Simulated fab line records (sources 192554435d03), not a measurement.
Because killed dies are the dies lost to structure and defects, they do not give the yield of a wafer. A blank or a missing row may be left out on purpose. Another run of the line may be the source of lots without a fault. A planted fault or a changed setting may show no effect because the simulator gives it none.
A sampling plan put to the test	flow n5 finfet	one fab line, 76 faults that these records tell of, each judged on the records of the lots that it struck; 1 more is left out, because the records don't allow judging it
The line's own looks make up the plan; these are the steps of the route where a gauge or inspection reads the wafer and leaves it unchanged. A look can be judged if struck wafers have a number there and the file gives its usual mean and standard deviation on fault-free wafers. Caught: 4 or more of those standard deviations (sigma) separate the usual mean from the mean of the struck wafers at a look after the fault's first step. On the tool: the fault's steps, tested the same way using the tool's own readings. Also counted as caught: the struck wafers showing another recipe, or a record that is empty for them alone.

## THE FAULTS, as the simulator had put them in
1. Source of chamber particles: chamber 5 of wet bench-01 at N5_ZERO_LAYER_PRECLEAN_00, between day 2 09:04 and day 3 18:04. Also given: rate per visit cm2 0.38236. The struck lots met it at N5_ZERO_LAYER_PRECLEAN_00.
2. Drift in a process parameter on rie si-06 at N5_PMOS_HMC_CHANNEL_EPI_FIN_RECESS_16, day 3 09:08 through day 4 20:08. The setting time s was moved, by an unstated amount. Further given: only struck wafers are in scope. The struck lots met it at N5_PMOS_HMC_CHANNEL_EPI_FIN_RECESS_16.
3. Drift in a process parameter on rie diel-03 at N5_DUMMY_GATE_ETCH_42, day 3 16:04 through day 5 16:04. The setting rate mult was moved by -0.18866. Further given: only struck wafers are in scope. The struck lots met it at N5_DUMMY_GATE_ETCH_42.
4. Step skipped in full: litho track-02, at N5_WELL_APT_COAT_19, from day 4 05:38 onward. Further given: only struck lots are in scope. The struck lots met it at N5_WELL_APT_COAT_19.
5. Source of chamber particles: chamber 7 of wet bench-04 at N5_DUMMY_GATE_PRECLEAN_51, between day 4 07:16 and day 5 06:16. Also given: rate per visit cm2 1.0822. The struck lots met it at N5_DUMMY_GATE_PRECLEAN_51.
6. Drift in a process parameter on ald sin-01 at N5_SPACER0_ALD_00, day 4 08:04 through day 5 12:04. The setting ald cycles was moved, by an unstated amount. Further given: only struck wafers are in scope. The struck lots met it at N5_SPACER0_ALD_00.
7. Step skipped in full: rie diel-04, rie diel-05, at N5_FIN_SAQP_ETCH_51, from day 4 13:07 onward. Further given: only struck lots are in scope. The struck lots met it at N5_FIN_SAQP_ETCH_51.
8. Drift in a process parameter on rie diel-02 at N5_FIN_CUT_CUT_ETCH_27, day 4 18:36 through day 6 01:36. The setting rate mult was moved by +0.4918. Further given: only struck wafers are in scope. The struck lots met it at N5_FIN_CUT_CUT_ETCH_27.
9. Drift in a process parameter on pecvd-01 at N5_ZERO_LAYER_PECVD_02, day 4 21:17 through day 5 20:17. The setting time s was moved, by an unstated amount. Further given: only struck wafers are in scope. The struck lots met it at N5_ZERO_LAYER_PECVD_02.
10. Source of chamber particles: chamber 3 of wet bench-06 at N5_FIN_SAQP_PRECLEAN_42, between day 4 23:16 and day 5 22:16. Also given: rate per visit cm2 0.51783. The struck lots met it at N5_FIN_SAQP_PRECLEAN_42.
11. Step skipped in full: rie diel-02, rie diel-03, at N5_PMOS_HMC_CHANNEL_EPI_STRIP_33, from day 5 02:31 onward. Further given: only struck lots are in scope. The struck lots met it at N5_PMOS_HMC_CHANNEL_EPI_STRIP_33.
12. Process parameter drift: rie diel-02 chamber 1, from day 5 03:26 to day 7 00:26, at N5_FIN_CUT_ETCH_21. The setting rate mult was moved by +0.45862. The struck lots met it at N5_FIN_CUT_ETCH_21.
13. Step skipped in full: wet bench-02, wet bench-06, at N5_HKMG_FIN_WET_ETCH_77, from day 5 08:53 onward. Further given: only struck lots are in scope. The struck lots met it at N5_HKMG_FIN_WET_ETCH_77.
14. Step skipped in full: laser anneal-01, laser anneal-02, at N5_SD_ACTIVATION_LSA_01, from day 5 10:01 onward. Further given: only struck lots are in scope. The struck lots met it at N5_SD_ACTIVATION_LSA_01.
15. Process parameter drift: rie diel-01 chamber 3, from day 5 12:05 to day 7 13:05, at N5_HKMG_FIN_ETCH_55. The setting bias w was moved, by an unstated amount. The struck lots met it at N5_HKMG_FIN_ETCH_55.
16. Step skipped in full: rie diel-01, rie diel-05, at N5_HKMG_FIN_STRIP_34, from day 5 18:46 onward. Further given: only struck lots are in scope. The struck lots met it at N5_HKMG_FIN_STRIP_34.
17. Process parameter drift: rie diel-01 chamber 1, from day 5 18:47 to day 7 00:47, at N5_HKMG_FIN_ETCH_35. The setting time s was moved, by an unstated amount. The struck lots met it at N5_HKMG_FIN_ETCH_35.
18. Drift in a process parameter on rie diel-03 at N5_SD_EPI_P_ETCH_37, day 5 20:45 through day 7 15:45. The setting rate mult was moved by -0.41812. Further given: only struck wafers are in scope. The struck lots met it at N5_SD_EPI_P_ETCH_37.
19. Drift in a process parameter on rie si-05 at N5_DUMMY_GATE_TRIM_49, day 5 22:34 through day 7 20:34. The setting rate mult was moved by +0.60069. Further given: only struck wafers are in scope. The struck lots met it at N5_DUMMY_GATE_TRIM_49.
20. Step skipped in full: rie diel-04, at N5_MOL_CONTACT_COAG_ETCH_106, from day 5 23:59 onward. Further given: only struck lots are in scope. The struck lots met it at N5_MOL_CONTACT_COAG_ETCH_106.
21. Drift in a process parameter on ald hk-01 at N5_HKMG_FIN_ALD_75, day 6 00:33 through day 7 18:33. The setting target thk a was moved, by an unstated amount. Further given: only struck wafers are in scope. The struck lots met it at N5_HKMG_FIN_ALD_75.
22. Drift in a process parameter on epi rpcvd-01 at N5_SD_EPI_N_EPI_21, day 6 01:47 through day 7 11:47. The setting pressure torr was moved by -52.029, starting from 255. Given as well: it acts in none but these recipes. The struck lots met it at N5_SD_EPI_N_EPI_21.
23. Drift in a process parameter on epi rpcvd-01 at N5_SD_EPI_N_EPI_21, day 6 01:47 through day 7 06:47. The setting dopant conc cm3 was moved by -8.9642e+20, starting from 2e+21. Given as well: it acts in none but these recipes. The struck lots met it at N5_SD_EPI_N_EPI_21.
24. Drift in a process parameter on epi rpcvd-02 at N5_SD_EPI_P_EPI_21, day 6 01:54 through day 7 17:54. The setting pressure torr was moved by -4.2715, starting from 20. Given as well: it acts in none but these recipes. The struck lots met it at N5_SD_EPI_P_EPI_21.
25. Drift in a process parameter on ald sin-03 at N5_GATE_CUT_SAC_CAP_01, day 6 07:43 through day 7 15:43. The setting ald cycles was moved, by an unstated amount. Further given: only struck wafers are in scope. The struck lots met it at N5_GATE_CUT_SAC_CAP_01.
26. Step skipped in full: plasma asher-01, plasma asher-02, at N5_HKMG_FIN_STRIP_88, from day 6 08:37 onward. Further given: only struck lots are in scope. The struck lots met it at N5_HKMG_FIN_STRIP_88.
27. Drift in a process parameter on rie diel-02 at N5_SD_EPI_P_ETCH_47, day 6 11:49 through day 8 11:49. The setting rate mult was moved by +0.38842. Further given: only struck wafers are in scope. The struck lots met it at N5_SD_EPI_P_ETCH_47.
28. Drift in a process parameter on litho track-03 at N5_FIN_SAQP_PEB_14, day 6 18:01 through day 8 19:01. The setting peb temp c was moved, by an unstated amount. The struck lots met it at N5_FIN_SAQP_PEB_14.
29. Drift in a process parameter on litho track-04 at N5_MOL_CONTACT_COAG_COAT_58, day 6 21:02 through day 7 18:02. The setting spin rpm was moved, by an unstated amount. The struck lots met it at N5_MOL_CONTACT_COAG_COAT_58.
30. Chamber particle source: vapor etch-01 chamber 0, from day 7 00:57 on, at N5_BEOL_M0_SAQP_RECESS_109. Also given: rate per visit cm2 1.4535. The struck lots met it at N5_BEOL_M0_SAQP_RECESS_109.
31. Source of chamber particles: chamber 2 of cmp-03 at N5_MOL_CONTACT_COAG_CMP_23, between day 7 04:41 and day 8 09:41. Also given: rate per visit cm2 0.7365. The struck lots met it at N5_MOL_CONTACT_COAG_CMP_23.
32. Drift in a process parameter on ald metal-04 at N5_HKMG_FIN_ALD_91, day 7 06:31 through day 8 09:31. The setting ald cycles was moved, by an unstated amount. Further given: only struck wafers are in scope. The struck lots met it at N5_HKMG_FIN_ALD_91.
33. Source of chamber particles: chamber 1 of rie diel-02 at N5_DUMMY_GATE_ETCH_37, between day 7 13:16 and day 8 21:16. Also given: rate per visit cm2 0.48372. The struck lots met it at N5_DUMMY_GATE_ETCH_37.
34. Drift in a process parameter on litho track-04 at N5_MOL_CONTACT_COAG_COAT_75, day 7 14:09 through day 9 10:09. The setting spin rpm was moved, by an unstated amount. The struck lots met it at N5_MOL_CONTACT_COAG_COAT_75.
35. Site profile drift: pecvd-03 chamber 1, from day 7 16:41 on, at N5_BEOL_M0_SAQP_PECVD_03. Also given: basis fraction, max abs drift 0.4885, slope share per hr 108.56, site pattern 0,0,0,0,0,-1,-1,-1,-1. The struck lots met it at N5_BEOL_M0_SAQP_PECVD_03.
36. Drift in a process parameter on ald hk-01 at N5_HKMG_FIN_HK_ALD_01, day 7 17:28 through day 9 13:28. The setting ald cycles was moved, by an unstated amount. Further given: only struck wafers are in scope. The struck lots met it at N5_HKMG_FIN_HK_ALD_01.
37. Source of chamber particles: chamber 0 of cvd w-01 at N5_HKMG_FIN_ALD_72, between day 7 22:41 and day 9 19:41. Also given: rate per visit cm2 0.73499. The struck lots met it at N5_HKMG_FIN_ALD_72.
38. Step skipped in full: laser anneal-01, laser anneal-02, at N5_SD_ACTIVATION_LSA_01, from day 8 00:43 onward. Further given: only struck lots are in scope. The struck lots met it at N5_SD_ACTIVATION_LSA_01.
39. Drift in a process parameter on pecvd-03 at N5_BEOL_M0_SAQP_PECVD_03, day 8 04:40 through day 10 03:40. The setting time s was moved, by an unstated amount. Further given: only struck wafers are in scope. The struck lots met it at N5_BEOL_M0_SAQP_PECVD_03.
40. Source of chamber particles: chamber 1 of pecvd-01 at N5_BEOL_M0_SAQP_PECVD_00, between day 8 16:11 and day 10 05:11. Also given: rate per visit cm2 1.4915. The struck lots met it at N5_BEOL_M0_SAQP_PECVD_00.
41. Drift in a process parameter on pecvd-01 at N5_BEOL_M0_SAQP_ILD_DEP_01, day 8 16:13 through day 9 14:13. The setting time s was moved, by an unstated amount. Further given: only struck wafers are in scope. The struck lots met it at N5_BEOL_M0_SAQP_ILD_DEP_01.
42. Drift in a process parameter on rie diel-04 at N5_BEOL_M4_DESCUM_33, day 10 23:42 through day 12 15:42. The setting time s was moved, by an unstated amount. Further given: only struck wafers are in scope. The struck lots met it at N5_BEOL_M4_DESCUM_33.
43. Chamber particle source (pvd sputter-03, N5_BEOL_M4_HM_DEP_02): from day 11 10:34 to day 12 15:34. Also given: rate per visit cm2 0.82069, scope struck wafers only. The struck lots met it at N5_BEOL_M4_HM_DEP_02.
44. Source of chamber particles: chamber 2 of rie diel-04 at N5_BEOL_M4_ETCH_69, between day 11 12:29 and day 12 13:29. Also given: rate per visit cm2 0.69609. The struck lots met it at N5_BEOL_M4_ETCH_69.
45. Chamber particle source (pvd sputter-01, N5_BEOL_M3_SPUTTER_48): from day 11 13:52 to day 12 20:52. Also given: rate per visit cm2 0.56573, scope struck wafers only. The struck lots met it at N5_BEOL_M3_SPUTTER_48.
46. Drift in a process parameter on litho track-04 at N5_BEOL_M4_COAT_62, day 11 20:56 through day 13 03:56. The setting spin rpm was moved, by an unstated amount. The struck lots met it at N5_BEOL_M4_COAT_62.
47. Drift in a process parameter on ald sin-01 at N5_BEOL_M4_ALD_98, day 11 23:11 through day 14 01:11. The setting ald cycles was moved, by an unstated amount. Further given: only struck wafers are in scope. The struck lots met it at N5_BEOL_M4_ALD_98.
48. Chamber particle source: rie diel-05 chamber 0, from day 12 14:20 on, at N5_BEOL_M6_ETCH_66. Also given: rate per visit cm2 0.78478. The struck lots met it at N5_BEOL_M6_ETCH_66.
49. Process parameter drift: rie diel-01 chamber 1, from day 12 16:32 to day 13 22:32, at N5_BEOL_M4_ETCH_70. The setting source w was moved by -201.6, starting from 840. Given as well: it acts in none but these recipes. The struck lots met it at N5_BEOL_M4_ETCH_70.
50. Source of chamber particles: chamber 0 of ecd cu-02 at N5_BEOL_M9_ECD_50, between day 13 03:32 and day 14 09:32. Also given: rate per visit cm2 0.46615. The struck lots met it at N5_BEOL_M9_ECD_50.
51. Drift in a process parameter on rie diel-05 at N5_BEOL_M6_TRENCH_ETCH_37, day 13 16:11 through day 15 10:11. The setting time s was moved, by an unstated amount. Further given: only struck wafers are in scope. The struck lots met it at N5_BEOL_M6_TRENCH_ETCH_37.
52. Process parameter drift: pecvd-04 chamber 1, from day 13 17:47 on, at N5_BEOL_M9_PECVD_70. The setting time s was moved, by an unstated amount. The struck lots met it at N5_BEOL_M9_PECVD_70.
53. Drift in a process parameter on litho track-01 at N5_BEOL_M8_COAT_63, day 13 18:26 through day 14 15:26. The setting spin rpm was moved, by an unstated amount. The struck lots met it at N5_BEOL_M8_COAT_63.
54. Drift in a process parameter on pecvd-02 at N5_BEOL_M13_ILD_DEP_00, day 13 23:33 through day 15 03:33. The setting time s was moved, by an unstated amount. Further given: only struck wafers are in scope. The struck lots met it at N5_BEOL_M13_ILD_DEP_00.
55. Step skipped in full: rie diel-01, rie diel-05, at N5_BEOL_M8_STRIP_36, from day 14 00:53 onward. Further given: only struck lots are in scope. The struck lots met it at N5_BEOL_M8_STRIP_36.
56. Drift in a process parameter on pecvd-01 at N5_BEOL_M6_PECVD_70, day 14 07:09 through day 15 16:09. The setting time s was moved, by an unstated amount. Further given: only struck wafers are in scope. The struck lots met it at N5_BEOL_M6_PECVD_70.
57. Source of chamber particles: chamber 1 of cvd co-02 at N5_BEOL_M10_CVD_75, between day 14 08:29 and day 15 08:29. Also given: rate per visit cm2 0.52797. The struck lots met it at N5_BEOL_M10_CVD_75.
58. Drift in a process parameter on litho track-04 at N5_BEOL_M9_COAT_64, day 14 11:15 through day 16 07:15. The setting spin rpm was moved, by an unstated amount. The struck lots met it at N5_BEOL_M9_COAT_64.
59. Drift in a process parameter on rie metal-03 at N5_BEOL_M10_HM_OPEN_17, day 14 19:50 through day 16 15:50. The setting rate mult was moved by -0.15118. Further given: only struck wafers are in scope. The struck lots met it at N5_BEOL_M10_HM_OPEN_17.
60. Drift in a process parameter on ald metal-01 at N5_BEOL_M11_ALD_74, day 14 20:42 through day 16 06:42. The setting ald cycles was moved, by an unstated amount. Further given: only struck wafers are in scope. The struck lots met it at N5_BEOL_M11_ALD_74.
61. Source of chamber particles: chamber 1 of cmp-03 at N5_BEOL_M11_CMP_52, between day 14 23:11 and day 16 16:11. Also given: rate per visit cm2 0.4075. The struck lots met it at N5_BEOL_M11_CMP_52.
62. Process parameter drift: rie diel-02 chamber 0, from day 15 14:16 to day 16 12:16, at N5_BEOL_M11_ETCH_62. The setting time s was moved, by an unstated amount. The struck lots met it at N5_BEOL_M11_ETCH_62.
63. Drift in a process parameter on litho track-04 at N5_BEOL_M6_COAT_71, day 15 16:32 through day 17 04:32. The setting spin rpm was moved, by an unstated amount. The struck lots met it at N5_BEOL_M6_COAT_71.
64. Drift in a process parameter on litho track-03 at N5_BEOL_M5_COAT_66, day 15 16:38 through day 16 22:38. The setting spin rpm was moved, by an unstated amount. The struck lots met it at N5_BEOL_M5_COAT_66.
65. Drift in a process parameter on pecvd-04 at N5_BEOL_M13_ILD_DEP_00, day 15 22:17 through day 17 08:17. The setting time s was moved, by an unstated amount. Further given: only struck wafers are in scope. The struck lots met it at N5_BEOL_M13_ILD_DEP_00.
66. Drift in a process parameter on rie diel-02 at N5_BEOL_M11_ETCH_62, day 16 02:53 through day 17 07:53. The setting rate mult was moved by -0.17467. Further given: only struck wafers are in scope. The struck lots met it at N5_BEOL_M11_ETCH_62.
67. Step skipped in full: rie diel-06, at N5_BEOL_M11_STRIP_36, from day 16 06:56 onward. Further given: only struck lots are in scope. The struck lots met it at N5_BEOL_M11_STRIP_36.
68. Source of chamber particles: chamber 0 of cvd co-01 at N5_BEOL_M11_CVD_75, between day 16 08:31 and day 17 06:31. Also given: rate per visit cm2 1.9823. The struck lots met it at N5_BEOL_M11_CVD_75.
69. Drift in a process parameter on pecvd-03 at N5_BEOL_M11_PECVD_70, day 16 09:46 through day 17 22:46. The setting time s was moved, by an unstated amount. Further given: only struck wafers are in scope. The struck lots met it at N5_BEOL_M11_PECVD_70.
70. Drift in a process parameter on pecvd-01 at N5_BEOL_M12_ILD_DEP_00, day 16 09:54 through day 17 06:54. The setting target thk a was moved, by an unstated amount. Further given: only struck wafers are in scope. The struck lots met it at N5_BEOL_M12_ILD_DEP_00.
71. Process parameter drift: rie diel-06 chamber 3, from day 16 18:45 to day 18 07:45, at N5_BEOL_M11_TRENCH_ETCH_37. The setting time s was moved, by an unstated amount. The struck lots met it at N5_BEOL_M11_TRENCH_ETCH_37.
72. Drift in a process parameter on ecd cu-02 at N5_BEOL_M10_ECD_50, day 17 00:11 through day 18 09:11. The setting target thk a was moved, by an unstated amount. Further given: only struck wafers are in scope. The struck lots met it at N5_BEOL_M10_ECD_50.
73. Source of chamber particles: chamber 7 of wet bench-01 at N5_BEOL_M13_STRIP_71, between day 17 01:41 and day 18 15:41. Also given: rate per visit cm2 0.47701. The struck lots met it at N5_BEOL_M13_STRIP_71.
74. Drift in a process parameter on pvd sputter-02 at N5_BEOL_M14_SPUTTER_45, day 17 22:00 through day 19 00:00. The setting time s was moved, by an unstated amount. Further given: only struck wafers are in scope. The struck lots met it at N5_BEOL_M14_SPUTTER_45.
75. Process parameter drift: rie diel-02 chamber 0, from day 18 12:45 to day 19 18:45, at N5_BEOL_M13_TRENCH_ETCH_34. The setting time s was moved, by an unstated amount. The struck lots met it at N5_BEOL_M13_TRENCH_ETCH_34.
76. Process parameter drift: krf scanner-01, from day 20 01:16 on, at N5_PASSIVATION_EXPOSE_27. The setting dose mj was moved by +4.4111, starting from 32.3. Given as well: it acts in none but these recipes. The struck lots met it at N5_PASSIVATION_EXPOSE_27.

## WHAT THE PLAN SAW
fault	on the tool itself	first look that catches it	reading, sigma	median hours from its first step to that look	hours from the fault's start to the first struck lot there	judged looks passed uncaught
1	no reading that can be judged	N5_ZERO_LAYER_INSPECT_20	raw defect count +17	1.2	10	0
2	under 2 sigma	N5_PMOS_HMC_CHANNEL_EPI_THK_MEAS_22	HMC_CMP_THK -10	1.8	11	0
3	under 2 sigma	not the one look that can be judged after it	-	-	-	1
4	the tool's record is blank for the struck wafers	no look after it can be judged	-	-	-	0
5	no reading that can be judged	N5_DUMMY_GATE_INSPECT_27	raw defect count +7.7	0.1	3	0
6	under 2 sigma	N5_BEOL_M4_RC_MEAS_101	REXT_N -5.4	178.6	185	0
7	the tool's record is blank for the struck wafers	no look after it can be judged	-	-	-	0
8	under 2 sigma	not the one look that can be judged after it	-	-	-	1
9	under 2 sigma	not the one look that can be judged after it	-	-	-	1
10	under 2 sigma	N5_FIN_SAQP_INSPECT_40	raw defect count +6.5	5.4	21	0
11	no reading that can be judged	not the one look that can be judged after it	-	-	-	1
12	under 2 sigma	not the one look that can be judged after it	-	-	-	1
13	the tool's record is blank for the struck wafers	N5_BEOL_M4_RC_MEAS_101	IOFF_N_LONG +99 or beyond	157.0	161	0
14	the tool's record is blank for the struck wafers	N5_SD_ACTIVATION_RS_MEAS_03	RS_SD_N +30	0.2	4	0
15	bias w -93 sigma	not the one look that can be judged after it	-	-	-	1
16	the tool's record is blank for the struck wafers	no look after it can be judged	-	-	-	0
17	run length s -99 or beyond sigma	not the one look that can be judged after it	-	-	-	1
18	under 2 sigma	no look after it can be judged	-	-	-	0
19	oes product au +16 sigma	N5_DUMMY_GATE_CD_MEAS_50	cd nm -10	0.2	17	0
20	the tool's record is blank for the struck wafers	no look after it can be judged	-	-	-	0
21	under 2 sigma	none of the 4 looks that can be judged after it	-	-	-	4
22	chamber pressure Torr -90 sigma	N5_SD_EPI_N_EPI_MEAS_23	thk nm -5.7	1.3	8	0
23	under 2 sigma	N5_SD_ACTIVATION_RS_MEAS_03	RS_SD_N +16	7.4	14	0
24	chamber pressure Torr -93 sigma	N5_SD_ACTIVATION_RS_MEAS_03	RS_SD_P +7.1	2.1	9	1
25	under 2 sigma	N5_MOL_CONTACT_COAG_THK_MEAS_29	MD_CAP_THK -99 or beyond	16.0	18	0
26	the tool's record is blank for the struck wafers	no look after it can be judged	-	-	-	0
27	under 2 sigma	not the one look that can be judged after it	-	-	-	1
28	under 2 sigma	N5_FIN_SAQP_CD_MEAS_16	cd nm -5.5	0.1	8	0
29	spin speed rpm -51 sigma	not the one look that can be judged after it	-	-	-	1
30	under 2 sigma	N5_BEOL_M0_SAQP_INSPECT_42	raw defect count +12	1.5	10	0
31	under 2 sigma	not the one look that can be judged after it	-	-	-	1
32	under 2 sigma	N5_BEOL_M4_RC_MEAS_101	IOFF_N_LONG +4.3	169.9	167	0
33	under 2 sigma	N5_DUMMY_GATE_INSPECT_27	raw defect count +5.2	1.1	3	0
34	spin speed rpm +58 sigma	not the one look that can be judged after it	-	-	-	1
35	under 2 sigma	N5_BEOL_M0_OCD_MEAS_108	trench depth nm -27	7.3	9	1
36	under 2 sigma	N5_HKMG_FIN_THK_MEAS_70	HK_THK +50	3.7	13	0
37	under 2 sigma	not the one look that can be judged after it	-	-	-	1
38	the tool's record is blank for the struck wafers	N5_SD_ACTIVATION_RS_MEAS_03	RS_SD_N +30	0.2	2	0
39	run length s +12 sigma	not the one look that can be judged after it	-	-	-	1
40	under 2 sigma	N5_BEOL_M0_SAQP_INSPECT_16	raw defect count +8.6	3.2	3	0
41	under 2 sigma	N5_BEOL_M0_RS_MEAS_126	M0_RS +62	20.6	33	0
42	under 2 sigma	not the one look that can be judged after it	-	-	-	1
43	under 2 sigma	N5_BEOL_M4_INSPECT_13	raw defect count +4.6	0.6	7	0
44	under 2 sigma	none of the 2 looks that can be judged after it	-	-	-	2
45	under 2 sigma	no look after it can be judged	-	-	-	0
46	spin speed rpm +99 or beyond sigma	not the one look that can be judged after it	-	-	-	1
47	under 2 sigma	not the one look that can be judged after it	-	-	-	1
48	under 2 sigma	not the one look that can be judged after it	-	-	-	1
49	rf fwd power W -72 sigma	not the one look that can be judged after it	-	-	-	1
50	no reading that can be judged	no look after it can be judged	-	-	-	0
51	run length s +25 sigma	N5_BEOL_M6_OCD_MEAS_38	trench depth nm +13	0.2	25	0
52	under 2 sigma	no look after it can be judged	-	-	-	0
53	spin speed rpm +77 sigma	no look after it can be judged	-	-	-	0
54	run length s -99 or beyond sigma	N5_BEOL_M13_THK_MEAS_01	M13_ILD_THK -50	0.1	5	0
55	the tool's record is blank for the struck wafers	not the one look that can be judged after it	-	-	-	1
56	under 2 sigma	no look after it can be judged	-	-	-	0
57	no reading that can be judged	none of the 5 looks that can be judged after it	-	-	-	5
58	spin speed rpm -99 or beyond sigma	not the one look that can be judged after it	-	-	-	1
59	under 2 sigma	no look after it can be judged	-	-	-	0
60	under 2 sigma	no look after it can be judged	-	-	-	0
61	under 2 sigma	N5_BEOL_M11_INSPECT_58	raw defect count +10	0.4	7	0
62	under 2 sigma	no look after it can be judged	-	-	-	0
63	spin speed rpm -92 sigma	none of the 3 looks that can be judged after it	-	-	-	3
64	spin speed rpm -70 sigma	no look after it can be judged	-	-	-	0
65	run length s -67 sigma	N5_BEOL_M13_THK_MEAS_01	M13_ILD_THK -18	0.1	7	0
66	under 2 sigma	no look after it can be judged	-	-	-	0
67	the tool's record is blank for the struck wafers	not the one look that can be judged after it	-	-	-	1
68	no reading that can be judged	no look after it can be judged	-	-	-	0
69	under 2 sigma	no look after it can be judged	-	-	-	0
70	under 2 sigma	not the one look that can be judged after it	strongest: M12_ILD_THK at N5_BEOL_M12_THK_MEAS_01, +3.5	-	-	1
71	run length s +26 sigma	N5_BEOL_M11_OCD_MEAS_38	trench depth nm +12	0.2	0	0
72	no reading that can be judged	no look after it can be judged	-	-	-	0
73	under 2 sigma	N5_BEOL_M13_INSPECT_30	raw defect count +99 or beyond	0.4	5	1
74	under 2 sigma	not the one look that can be judged after it	-	-	-	1
75	under 2 sigma	none of the 3 looks that can be judged after it	strongest: M13_RS at N5_BEOL_M13_RS_MEAS_54, +3.9	-	-	3
76	exposure dose mJ cm2 +99 or beyond sigma	N5_PASSIVATION_CD_MEAS_30	cd nm +8.8	0.2	7	0
Dash: fault not caught, or number not given in these records.

Caught at a look: 29 of 76. Caught on the tool: 29 of 76. By one or the other: 47 of 76.
On the tool alone, faults 4, 7, 15, 16, 17, 20, 26, 29, 34, 39, 46, 49, 53, 55, 58, 63, 64, 67 were caught.
Caught at a look alone: faults 1, 2, 5, 6, 10, 23, 25, 28, 30, 32, 33, 35, 36, 40, 41, 43, 61, 73.
Caught by neither: faults 3, 8, 9, 11, 12, 18, 21, 27, 31, 37, 42, 44, 45, 47, 48, 50, 52, 56, 57, 59, 60, 62, 66, 68, 69, 70, 72, 74, 75.

## THINNER SAMPLING
Were the look that catches a fault to measure just every second or every third lot (counted by lot number), the first struck lot would, at worst, be measured this late:
fault	struck lots at that look, in order of time	every lot	every second lot	every third lot
1	L862, L863	10 h	16 h	may miss all 2
2	L828, L830, L831	11 h	28 h	may miss all 3
5	L527	3 h	may miss it	may miss it
6	L597, L596, L599	185 h	193 h	may miss all 3
10	L330	21 h	may miss it	may miss it
13	L609, L608	161 h	168 h	may miss all 2
14	L243, L244	4 h	5 h	may miss all 2
19	L773, L775	17 h	may miss all 2	may miss all 2
22	L915, L916	8 h	13 h	may miss all 2
23	L913, L914	14 h	19 h	may miss all 2
24	L140, L142	9 h	may miss all 2	may miss all 2
25	L968, L973	18 h	41 h	may miss all 2
28	L465, L466	8 h	11 h	may miss all 2
30	L555, L556, L557	10 h	18 h	19 h
32	L987, L985	167 h	may miss all 2	may miss all 2
33	L390, L391	3 h	15 h	may miss all 2
35	L141	9 h	may miss it	may miss it
36	L836	13 h	may miss it	may miss it
38	L210, L211	2 h	14 h	may miss all 2
40	L135, L137	3 h	may miss all 2	may miss all 2
41	L960	33 h	may miss it	may miss it
43	L717, L716	7 h	7 h	may miss all 2
51	L328	25 h	may miss it	may miss it
54	L596	5 h	may miss it	may miss it
61	L281	7 h	may miss it	may miss it
65	L341, L342	7 h	12 h	may miss all 2
71	L487	0 h	may miss it	may miss it
73	L901	5 h	may miss it	may miss it
76	L649, L652	7 h	47 h	may miss all 2
Hours: fault start to first struck lot measured. The limit of 4 sigma was tested on all struck wafers together, so one lot alone may lie under it. Other struck lots may not be in these records.

## THE LONGEST TIMED WAY FROM STEP TO LOOK
Fault 6: a median of 178.6 hours passes between N5_SPACER0_ALD_00 and N5_BEOL_M4_RC_MEAS_101. No look between them can be judged.
